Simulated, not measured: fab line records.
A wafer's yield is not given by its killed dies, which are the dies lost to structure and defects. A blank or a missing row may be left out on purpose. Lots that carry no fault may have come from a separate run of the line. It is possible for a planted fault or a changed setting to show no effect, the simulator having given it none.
fab line records ; flow n5_finfet ; part 2 of 2: steps 20 to 26 of 26
record lots=5; wafers=15; last_day=16
route steps=1938 shown BEOL_M15@1811 PASS1_DEP@1831 MIM_BOT@1832 MIM_TOP@1834
lots that met no fault: from a run of the same line without faults
start_h: start of the lot's first displayed wafer, in hours after the record's first day ; wait_h: time in hours since the lot's previous step ; " as in the row above ; L1.1+2: several wafers, shown together as one row ; - no value, or no start was given ; * or withheld: withheld ; < > ~ a bound
route shown NAME@n: NAME is a module with steps in the file, n the number in the route of the first one ; usual: mean/standard deviation of fault-free wafers ; same: alike in all rows ; chamber/n: place in a boat ; sites: readings site by site ; _std_site: standard deviation across them ; _edge_site: the outer-site mean with the inner-site mean subtracted ; radius_mm: for every site, how far away it sits from the centre of the wafer ; mask NAME#n: copy n ; behind: the tool/chamber that last shaped the wafer ; hold: what put the lot on hold/how long, in hours/how the hold closed ; device: the transistor (n, p or np) that didn't switch ; end of line: the route-end tests of the same wafers ; for a step that has no rows: nothing shown but its recipe ; killed: at the first sort, the dies lost to defects and structure; wafer yield is something else ; map: a wafer's dies, x killed, . not, _ none there
set.NAME: the run value of the setting; set.NAME@STEP: its run value at that earlier step ; model.NAME: the simulator's own value behind a step, which no gauge read
lots seen at some steps along the route; tables by step, rows by wafer
services: when a tool's chamber went out of use (start_h, in hours from the record's first day, below 0 if earlier), for how many hours, and the reason
## steps
# step N5_BEOL_M15_RC_MEAS_101
# usual COMB_M10=1.5e-11/3.5e-12; COMB_M11=1.4e-11/2.8e-12; COMB_M12=6.1e-12/1.3e-12; COMB_M13=4.9e-12/1.2e-12; COMB_M14=3.8e-12/8.8e-13; COMB_M15=2.6e-12/7.2e-13; COMB_M5=3.7e-11/8e-12; COMB_M6=2.6e-11/5.5e-12; COMB_M7=2.5e-11/5.9e-12; COMB_M8=2.6e-11/4.9e-12; COMB_M8_max_site=3.8e-11/8.2e-12; COMB_M9=1.5e-11/3.3e-12; SERP_M10=3.07/0.11; SERP_M10_max_site=3.16/0.12; SERP_M11=3.08/0.092; SERP_M12=0.632/0.019; SERP_M13=0.307/0.0095; SERP_M14=0.162/0.004; SERP_M5=38.4/1.9; SERP_M6=13.8/0.65; SERP_M7=13.7/0.68; SERP_M8=13.6/0.69; SERP_M9=3.07/0.12
lot.wafer;tool;chamber;start_h;wait_h;COMB_M10[S/m];COMB_M11[S/m];COMB_M12[S/m];COMB_M13[S/m];COMB_M14[S/m];COMB_M15[S/m];COMB_M5[S/m];COMB_M6[S/m];COMB_M7[S/m];COMB_M8[S/m];COMB_M8_max_site[S/m];COMB_M9[S/m];SERP_M10[ohm/um];SERP_M10_max_site[ohm/um];SERP_M11[ohm/um];SERP_M12[ohm/um];SERP_M13[ohm/um];SERP_M14[ohm/um];SERP_M5[ohm/um];SERP_M6[ohm/um];SERP_M7[ohm/um];SERP_M8[ohm/um];SERP_M9[ohm/um]
L080.2;prober-01;0;278.01;0.2;1.3e-11;1.64e-11;3.5e-12;2.9e-12;3.8e-12;2e-12;3e-11;2e-11;2.6e-11;2.6e-11;3.5e-11;1.7e-11;3.30;3.35;3.03;0.627;0.303;0.158;36.5;12.9;13.0;13.4;3.03
L080.4;prober-01;0;278.01;0.2;1e-11;1.19e-11;4.5e-12;3.4e-12;5e-12;1.5e-12;3.9e-11;2.4e-11;1.6e-11;3.1e-11;3.8e-11;1.4e-11;2.96;3.05;3.13;0.631;0.313;0.160;38.8;13.9;14.5;12.3;3.07
L080.6;prober-01;0;278.01;0.2;1e-11;1.37e-11;5.2e-12;2.4e-12;4.8e-12;1.5e-12;3e-11;2.3e-11;2.3e-11;3.2e-11;4.1e-11;1.4e-11;3.22;3.33;2.89;0.613;0.318;0.162;41.2;13.2;14.5;12.6;3.02
L081.1;prober-02;0;300.90;0.0;1.8e-11;1.54e-11;4.5e-12;6.4e-12;4.4e-12;2.1e-12;5.3e-11;2e-11;3e-11;2.4e-11;3e-11;1.6e-11;3.01;3.06;3.18;0.633;0.307;0.162;38.5;13.9;13.6;13.7;3.00
L081.3;prober-02;0;300.90;0.0;1.6e-11;1.48e-11;5.4e-12;7.8e-12;3.9e-12;2.7e-12;4.1e-11;2.3e-11;3.1e-11;2.6e-11;3.7e-11;2.4e-11;2.90;3.01;3.12;0.656;0.319;0.167;36.1;15.6;14.0;13.7;3.01
L081.5;prober-02;0;300.90;0.0;1.3e-11;1.49e-11;5.9e-12;7e-12;4.2e-12;2.8e-12;3.5e-11;1.9e-11;2.9e-11;2.6e-11;4.6e-11;1.4e-11;3.04;3.11;3.13;0.619;0.303;0.162;37.2;14.0;13.6;13.4;2.91
L083.1;prober-02;0;305.83;0.0;1.8e-11;1.22e-11;8.5e-12;4.8e-12;4.1e-12;2.2e-12;2.9e-11;3.9e-11;2.5e-11;2.8e-11;3.1e-11;1.6e-11;3.23;3.38;2.93;0.638;0.310;0.164;39.2;14.0;13.2;13.9;3.04
L083.2;prober-02;0;305.83;0.0;1.7e-11;1.27e-11;7.3e-12;5.7e-12;4.4e-12;1.6e-12;3.9e-11;2.5e-11;2.1e-11;3e-11;3.3e-11;1.8e-11;2.97;3.01;3.02;0.620;0.311;0.166;39.2;13.2;14.6;13.5;2.80
L083.4;prober-02;0;305.83;0.0;1.9e-11;1.35e-11;8.9e-12;5.7e-12;3.5e-12;1.9e-12;2.5e-11;3.6e-11;2.5e-11;3.1e-11;4.6e-11;1.5e-11;2.98;3.06;3.11;0.651;0.315;0.158;39.2;14.9;15.2;12.6;3.24
L084.1;prober-01;0;306.09;0.0;1.2e-11;1.09e-11;6.2e-12;6.2e-12;2e-12;1.9e-12;3.8e-11;2e-11;3.2e-11;2e-11;4.5e-11;1.6e-11;3.17;3.25;3.10;0.640;0.322;0.160;40.1;14.6;14.6;14.7;3.00
L084.4;prober-01;0;306.09;0.0;1.3e-11;1.28e-11;4.8e-12;3.1e-12;2.2e-12;2.2e-12;3e-11;2.6e-11;2.5e-11;2.7e-11;3.9e-11;1.7e-11;3.12;3.22;3.03;0.639;0.327;0.157;38.8;15.5;12.9;13.1;3.11
L084.5;prober-01;0;306.09;0.0;1.2e-11;1.54e-11;6.1e-12;4.4e-12;3.2e-12;1.8e-12;3.7e-11;2e-11;2.5e-11;2.8e-11;3.5e-11;2.1e-11;3.08;3.22;3.14;0.618;0.307;0.158;42.2;12.9;13.9;13.5;3.07
L094.2;prober-01;0;372.97;0.2;1.2e-11;1.89e-11;6e-12;4.1e-12;3.9e-12;2.1e-12;5.4e-11;1.9e-11;2.4e-11;2.4e-11;3e-11;1.2e-11;3.02;3.13;3.02;0.625;0.294;0.160;40.4;13.0;15.0;13.9;3.02
L094.4;prober-01;0;372.97;0.2;1.7e-11;1.41e-11;6.5e-12;2.5e-12;3.6e-12;1.6e-12;3.5e-11;3.7e-11;2.9e-11;2.1e-11;3e-11;1.2e-11;3.15;3.19;3.09;0.624;0.300;0.157;36.9;13.2;13.3;13.1;2.99
L094.6;prober-01;0;372.97;0.2;1.9e-11;1.37e-11;5.3e-12;3.8e-12;2.3e-12;2.6e-12;3.1e-11;2.5e-11;2.7e-11;3e-11;4e-11;9e-12;3.11;3.16;3.07;0.629;0.298;0.166;38.8;14.6;13.8;13.2;3.01
# step N5_PASSIVATION_PECVD_00
# recipe material=SiO2; target_thk_a=2000; temp_c=400; precursor=SiH4/N2O; pressure_torr=2.7; rf_w=608; time_s=11.2
# usual heater_power_w=684/110; showerhead_plenum_p_Torr=8.15/0.057; throttle_valve_pct=52/3.5
lot.wafer;tool;chamber;start_h;wait_h;heater_power_w;showerhead_plenum_p_Torr;throttle_valve_pct
L080.2;pecvd-02;2;278.81;0.7;773;8.18;53
L080.4;pecvd-02;1;278.81;0.7;806;8.13;53
L080.6;pecvd-02;2;278.81;0.7;783;8.19;53
L081.1;pecvd-02;1;301.86;0.8;665;8.13;53
L081.3;pecvd-02;0;301.86;0.8;657;8.20;59
L081.5;pecvd-02;1;301.86;0.8;676;8.12;53
L083.1;pecvd-02;0;306.80;0.8;570;8.20;59
L083.2;pecvd-02;2;306.80;0.8;749;8.18;54
L083.4;pecvd-02;2;306.80;0.8;745;8.17;54
L084.1;pecvd-04;1;307.06;0.8;459;8.03;52
L084.4;pecvd-04;1;307.06;0.8;458;8.03;53
L084.5;pecvd-04;1;307.06;0.8;463;8.04;53
L094.2;pecvd-02;1;373.79;0.7;710;8.11;52
L094.4;pecvd-02;0;373.79;0.7;677;8.16;59
L094.6;pecvd-02;2;373.79;0.7;800;8.16;54
# step N5_MIM_BOT_DEGAS_01
# recipe ambient=vacuum; temp_c=300; time_s=60
# usual heater_power_w=464/43
lot.wafer;tool;chamber;start_h;wait_h;heater_power_w
L080.2;pvd_sputter-01;-;279.27;0.4;525
L080.4;pvd_sputter-01;-;279.27;0.4;424
L080.6;pvd_sputter-01;-;279.27;0.4;509
L081.1;pvd_sputter-01;-;302.68;0.8;435
L081.3;pvd_sputter-01;-;302.68;0.8;420
L081.5;pvd_sputter-01;-;302.68;0.8;540
L083.1;pvd_sputter-02;-;306.91;0.1;459
L083.2;pvd_sputter-02;-;306.91;0.1;440
L083.4;pvd_sputter-02;-;306.91;0.1;393
L084.1;pvd_sputter-02;-;307.40;0.3;442
L084.4;pvd_sputter-02;-;307.40;0.3;412
L084.5;pvd_sputter-02;-;307.40;0.3;467
L094.2;pvd_sputter-01;-;376.78;3.0;441
L094.4;pvd_sputter-01;-;376.78;3.0;506
L094.6;pvd_sputter-01;-;376.78;3.0;439
# step N5_MIM_BOT_SPUTTER_00
# recipe material=TiN; target_thk_a=350; temp_c=200; power_w=3000; chamber_pressure_pa=0.49996; gas=Ar; reactive_partial_pa=0.37997; time_s=89.7
# usual throttle_valve_pct=30.1/1
lot.wafer;tool;chamber;start_h;wait_h;throttle_valve_pct
L080.2;pvd_sputter-01;-;279.31;0.0;31.3
L080.4;pvd_sputter-01;-;279.31;0.0;31.0
L080.6;pvd_sputter-01;-;279.31;0.0;29.3
L081.1;pvd_sputter-01;-;302.72;0.0;29.0
L081.3;pvd_sputter-01;-;302.72;0.0;31.0
L081.5;pvd_sputter-01;-;302.72;0.0;31.3
L083.1;pvd_sputter-02;-;306.95;0.0;31.6
L083.2;pvd_sputter-02;-;306.95;0.0;31.0
L083.4;pvd_sputter-02;-;306.95;0.0;30.5
L084.1;pvd_sputter-02;-;307.44;0.0;31.0
L084.4;pvd_sputter-02;-;307.44;0.0;30.2
L084.5;pvd_sputter-02;-;307.44;0.0;31.4
L094.2;pvd_sputter-01;-;376.82;0.0;28.9
L094.4;pvd_sputter-01;-;376.82;0.0;29.0
L094.6;pvd_sputter-01;-;376.82;0.0;29.1
# step N5_MIM_TOP_ALD_00
# recipe material=Al2O3; target_thk_a=*; temp_c=withheld; ald_precursor_family=TMA; ald_co_reactant=O3; pulse_time_s=withheld; purge_time_s=3; co_reactant_purge_time_s=withheld; co_reactant_pulse_time_s=3; ald_cycles=withheld
# usual precursor_pulse_height_rel=1.000/0.02
lot.wafer;tool;chamber;start_h;wait_h;precursor_pulse_height_rel
L080.2;ald_hk-02;1;279.41;0.1;1.020
L080.4;ald_hk-02;3;279.41;0.1;1.018
L080.6;ald_hk-02;1;279.41;0.1;1.026
L081.1;ald_hk-01;2;302.84;0.1;1.029
L081.3;ald_hk-01;1;302.84;0.1;1.004
L081.5;ald_hk-01;2;302.84;0.1;1.010
L083.1;ald_hk-02;3;307.05;0.1;1.028
L083.2;ald_hk-02;2;307.05;0.1;1.012
L083.4;ald_hk-02;0;307.05;0.1;0.991
L084.1;ald_hk-03;2;307.55;0.1;1.012
L084.4;ald_hk-03;3;307.55;0.1;0.994
L084.5;ald_hk-03;2;307.55;0.1;1.023
L094.2;ald_hk-03;0;376.92;0.1;0.990
L094.4;ald_hk-03;1;376.92;0.1;0.986
L094.6;ald_hk-03;2;376.92;0.1;0.972
# step N5_MIM_TOP_ALD_01
# recipe material=HfO2; target_thk_a=56; temp_c=withheld; ald_precursor_family=Hf-amide; ald_co_reactant=O3; pulse_time_s=1; purge_time_s=3; co_reactant_purge_time_s=2; co_reactant_pulse_time_s=3; ald_cycles=62
# usual precursor_pulse_height_rel=1.001/0.02
# same ald_cycles=62
lot.wafer;tool;chamber;start_h;wait_h;precursor_pulse_height_rel
L080.2;ald_hk-02;1;-;-;0.990
L080.4;ald_hk-02;3;-;-;0.991
L080.6;ald_hk-02;1;-;-;0.951
L081.1;ald_hk-01;2;-;-;1.009
L081.3;ald_hk-01;1;-;-;0.992
L081.5;ald_hk-01;2;-;-;1.016
L083.1;ald_hk-02;3;-;-;1.015
L083.2;ald_hk-02;2;-;-;1.011
L083.4;ald_hk-02;0;-;-;0.961
L084.1;ald_hk-03;2;-;-;1.000
L084.4;ald_hk-03;3;-;-;1.021
L084.5;ald_hk-03;2;-;-;0.998
L094.2;ald_hk-03;0;-;-;0.981
L094.4;ald_hk-03;1;-;-;1.003
L094.6;ald_hk-03;2;-;-;1.009
# step N5_MIM_TOP_ALD_02
# recipe material=Al2O3; target_thk_a=*; temp_c=withheld; ald_precursor_family=TMA; ald_co_reactant=O3; pulse_time_s=withheld; purge_time_s=3; co_reactant_purge_time_s=withheld; co_reactant_pulse_time_s=3; ald_cycles=withheld
# usual precursor_pulse_height_rel=1.000/0.02
lot.wafer;tool;chamber;start_h;wait_h;precursor_pulse_height_rel
L080.2;ald_hk-02;1;-;-;0.960
L080.4;ald_hk-02;3;-;-;1.024
L080.6;ald_hk-02;1;-;-;0.984
L081.1;ald_hk-01;2;-;-;0.986
L081.3;ald_hk-01;1;-;-;1.015
L081.5;ald_hk-01;2;-;-;1.023
L083.1;ald_hk-02;3;-;-;0.965
L083.2;ald_hk-02;2;-;-;1.055
L083.4;ald_hk-02;0;-;-;0.985
L084.1;ald_hk-03;2;-;-;0.989
L084.4;ald_hk-03;3;-;-;0.995
L084.5;ald_hk-03;2;-;-;1.015
L094.2;ald_hk-03;0;-;-;1.014
L094.4;ald_hk-03;1;-;-;0.995
L094.6;ald_hk-03;2;-;-;1.024
## services
tool;chamber;start_h;hours;kind
ald_hk-01;-;254.15;2.8;pm
cmp-01;-;255.89;0.7;repair
ecd_cu-02;-;272.62;4.4;pm
ald_hk-01;-;289.20;4.0;repair
cmp-04;-;293.85;7.3;pm
cmp-01;-;300.42;4.0;pm
ecd_cu-01;-;305.05;3.3;repair
cmp-04;-;306.09;0.8;repair
cmp-04;-;307.92;2.7;repair
ald_hk-02;-;309.37;0.5;repair
cmp-01;-;316.25;4.7;pm
pecvd-02;-;322.09;5.5;pm
ecd_cu-02;-;322.89;4.8;repair
cmp-03;-;322.94;0.5;repair
pecvd-02;-;333.66;1.2;repair
rie_diel-02;2;343.65;3.2;repair
ald_hk-02;-;346.78;1.0;repair
ecd_cu-01;-;349.68;5.8;pm
ecd_cu-02;-;356.93;2.4;repair
pecvd-03;0;359.27;7.5;repair
pvd_sputter-03;-;366.40;10.0;repair
rie_diel-03;1;367.60;2.7;repair
wet_bench-01;-;371.79;3.2;repair
rie_diel-02;0;372.38;12.3;repair
